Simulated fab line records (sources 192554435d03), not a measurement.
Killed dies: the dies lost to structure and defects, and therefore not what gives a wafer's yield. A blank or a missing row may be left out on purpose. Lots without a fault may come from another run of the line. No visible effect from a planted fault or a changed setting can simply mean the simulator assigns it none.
Which tool did it? | flow n5 finfet | at 1 step of a route of 1938, 11 lots with 33 wafers sampled

== WHAT THE GAUGES SHOWED, per wafer ==
N5_MOL_CONTACT_COAG_CD_MEAS_08: target cd 28 nm.
lot  | measured     | on        | cd nm (nm)
L074 | day 5 05:20  | cd sem-01 | 28.80 28.77 28.34
L077 | day 5 12:32  | cd sem-01 | 27.38 27.98 27.58
L079 | day 5 23:30  | cd sem-01 | 27.90 28.31 28.01
L081 | day 6 12:47  | cd sem-03 | 28.30 28.07 28.39
L083 | day 7 02:19  | cd sem-01 | 27.96 27.70 28.15
L085 | day 7 13:28  | cd sem-03 | 28.14 28.15 27.72
L088 | day 8 07:04  | cd sem-01 | 28.19 28.28 28.46
L090 | day 8 16:58  | cd sem-01 | 28.08 27.90 28.24
L092 | day 9 04:07  | cd sem-01 | 27.89 27.86 27.79
L094 | day 9 17:56  | cd sem-03 | 28.25 28.17 27.77
L096 | day 10 03:36 | cd sem-03 | 28.05 27.74 28.44

== WHAT TOOL EACH LOT RAN ON (gives the tool, then ch and the chambers of the sampled wafers, and finally the start) ==
There is no process step in the record ahead of these readings.

== THE ANSWER, worked out from the rows above alone ==
Rule: the lots themselves supply what counts as usual. The widest of any qualifying gaps counts: lots, ordered by their means at a reading, are off when they make up no more than a third of the lots, leave a main group of 4 or more, and stand apart from it by 3 or more times the standard deviation of that group's means. Not used: any main group whose means are identical at the precision the tables above print for the reading. Also off: a lot with no number at a reading for which 4 or more lots have one. All remaining lots with rows at the step are treated as sound.
Across all readings shown, no lot is off: no conclusion can be drawn from this.

== WHAT THE SIMULATOR PUT IN ==
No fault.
